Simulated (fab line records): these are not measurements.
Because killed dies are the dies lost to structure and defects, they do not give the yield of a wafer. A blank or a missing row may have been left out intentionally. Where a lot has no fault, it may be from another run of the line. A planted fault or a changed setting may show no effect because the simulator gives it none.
Chamber matching || flow n5_finfet || 3 sister chambers for N5_BEOL_M4_ILD_DEP_00 on pecvd-01
The step deposits SiOC from DEMS/O2, target thk 79 nm, time 15.3 s. 18 wafers are shown with their chamber, then 9 later ones without.

== WAFERS, EACH WITH ITS CHAMBER ==
{"wafer": "L074.2", "chamber": 0, "throttle_valve_pct (%)": 12.7, "heater_power_w (W)": 538, "showerhead_plenum_p_Torr (Torr)": 5.686}
{"wafer": "L074.3", "chamber": 2, "throttle_valve_pct (%)": 12.0, "heater_power_w (W)": 502, "showerhead_plenum_p_Torr (Torr)": 5.703}
{"wafer": "L074.5", "chamber": 1, "throttle_valve_pct (%)": 11.6, "heater_power_w (W)": 485, "showerhead_plenum_p_Torr (Torr)": 5.686}
{"wafer": "L079.1", "chamber": 2, "throttle_valve_pct (%)": 11.6, "heater_power_w (W)": 493, "showerhead_plenum_p_Torr (Torr)": 5.684}
{"wafer": "L079.4", "chamber": 2, "throttle_valve_pct (%)": 11.7, "heater_power_w (W)": 497, "showerhead_plenum_p_Torr (Torr)": 5.689}
{"wafer": "L079.5", "chamber": 0, "throttle_valve_pct (%)": 12.7, "heater_power_w (W)": 554, "showerhead_plenum_p_Torr (Torr)": 5.692}
{"wafer": "L082.2", "chamber": 0, "throttle_valve_pct (%)": 12.6, "heater_power_w (W)": 509, "showerhead_plenum_p_Torr (Torr)": 5.675}
{"wafer": "L082.3", "chamber": 1, "throttle_valve_pct (%)": 11.6, "heater_power_w (W)": 548, "showerhead_plenum_p_Torr (Torr)": 5.676}
{"wafer": "L082.5", "chamber": 2, "throttle_valve_pct (%)": 12.0, "heater_power_w (W)": 472, "showerhead_plenum_p_Torr (Torr)": 5.691}
{"wafer": "L085.1", "chamber": 0, "throttle_valve_pct (%)": 12.8, "heater_power_w (W)": 484, "showerhead_plenum_p_Torr (Torr)": 5.686}
{"wafer": "L085.2", "chamber": 1, "throttle_valve_pct (%)": 11.5, "heater_power_w (W)": 561, "showerhead_plenum_p_Torr (Torr)": 5.687}
{"wafer": "L085.3", "chamber": 2, "throttle_valve_pct (%)": 12.1, "heater_power_w (W)": 425, "showerhead_plenum_p_Torr (Torr)": 5.690}
{"wafer": "L087.3", "chamber": 0, "throttle_valve_pct (%)": 12.6, "heater_power_w (W)": 503, "showerhead_plenum_p_Torr (Torr)": 5.685}
{"wafer": "L087.4", "chamber": 2, "throttle_valve_pct (%)": 11.8, "heater_power_w (W)": 429, "showerhead_plenum_p_Torr (Torr)": 5.705}
{"wafer": "L087.5", "chamber": 0, "throttle_valve_pct (%)": 12.5, "heater_power_w (W)": 500, "showerhead_plenum_p_Torr (Torr)": 5.696}
{"wafer": "L090.3", "chamber": 0, "throttle_valve_pct (%)": 12.5, "heater_power_w (W)": 464, "showerhead_plenum_p_Torr (Torr)": 5.677}
{"wafer": "L090.4", "chamber": 0, "throttle_valve_pct (%)": 12.5, "heater_power_w (W)": 469, "showerhead_plenum_p_Torr (Torr)": 5.704}
{"wafer": "L090.5", "chamber": 1, "throttle_valve_pct (%)": 11.5, "heater_power_w (W)": 554, "showerhead_plenum_p_Torr (Torr)": 5.707}

SIGNATURES, as means of the wafers listed above
{"reading": "throttle_valve_pct", "chamber 0": 12.613, "chamber 1": 11.550, "chamber 2": 11.867, "scatter within a chamber": 0.14}
{"reading": "heater_power_w", "chamber 0": 502.62, "chamber 1": 537.00, "chamber 2": 469.67, "scatter within a chamber": 33.3}
{"reading": "showerhead_plenum_p_Torr", "chamber 0": 5.68762, "chamber 1": 5.68900, "chamber 2": 5.69367, "scatter within a chamber": 0.01}
Rule: distance of a wafer from a chamber = root of the sum over the readings of ((wafer's reading minus chamber's mean) / reading's scatter) squared. If the next closest chamber is less than 2 further off than the closest, the wafer can't be placed; otherwise it belongs to the closest. The scatter is the square root of a quotient: the sum, over the shown wafers, of each reading's squared deviation from its chamber's mean, divided by wafers minus chambers.

== WAFERS WITH NO CHAMBER GIVEN ==
{"wafer": "L089.1", "throttle_valve_pct (%)": 12.7, "heater_power_w (W)": 540, "showerhead_plenum_p_Torr (Torr)": 5.690}
{"wafer": "L089.2", "throttle_valve_pct (%)": 11.7, "heater_power_w (W)": 448, "showerhead_plenum_p_Torr (Torr)": 5.681}
{"wafer": "L089.6", "throttle_valve_pct (%)": 11.8, "heater_power_w (W)": 473, "showerhead_plenum_p_Torr (Torr)": 5.692}
{"wafer": "L092.1", "throttle_valve_pct (%)": 12.8, "heater_power_w (W)": 483, "showerhead_plenum_p_Torr (Torr)": 5.684}
{"wafer": "L092.2", "throttle_valve_pct (%)": 12.1, "heater_power_w (W)": 477, "showerhead_plenum_p_Torr (Torr)": 5.706}
{"wafer": "L092.5", "throttle_valve_pct (%)": 11.8, "heater_power_w (W)": 465, "showerhead_plenum_p_Torr (Torr)": 5.695}
{"wafer": "L094.1", "throttle_valve_pct (%)": 11.5, "heater_power_w (W)": 553, "showerhead_plenum_p_Torr (Torr)": 5.695}
{"wafer": "L094.2", "throttle_valve_pct (%)": 12.4, "heater_power_w (W)": 492, "showerhead_plenum_p_Torr (Torr)": 5.684}
{"wafer": "L094.4", "throttle_valve_pct (%)": 12.6, "heater_power_w (W)": 502, "showerhead_plenum_p_Torr (Torr)": 5.701}

== WHICH CHAMBER EACH WENT THROUGH ==
{"wafer": "L089.1", "from the rows above": 0, "in truth": 0}
{"wafer": "L089.2", "from the rows above": "can't be placed: 2 or 1", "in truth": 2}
{"wafer": "L089.6", "from the rows above": 2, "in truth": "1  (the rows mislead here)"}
{"wafer": "L092.1", "from the rows above": 0, "in truth": 0}
{"wafer": "L092.2", "from the rows above": 2, "in truth": 2}
{"wafer": "L092.5", "from the rows above": 2, "in truth": 2}
{"wafer": "L094.1", "from the rows above": 1, "in truth": 1}
{"wafer": "L094.2", "from the rows above": 0, "in truth": 0}
{"wafer": "L094.4", "from the rows above": 0, "in truth": 0}
7 of 9 placed correctly. Not placeable from these rows: 1 (in 1, the candidates include the true chamber). Number placed wrongly: 1.
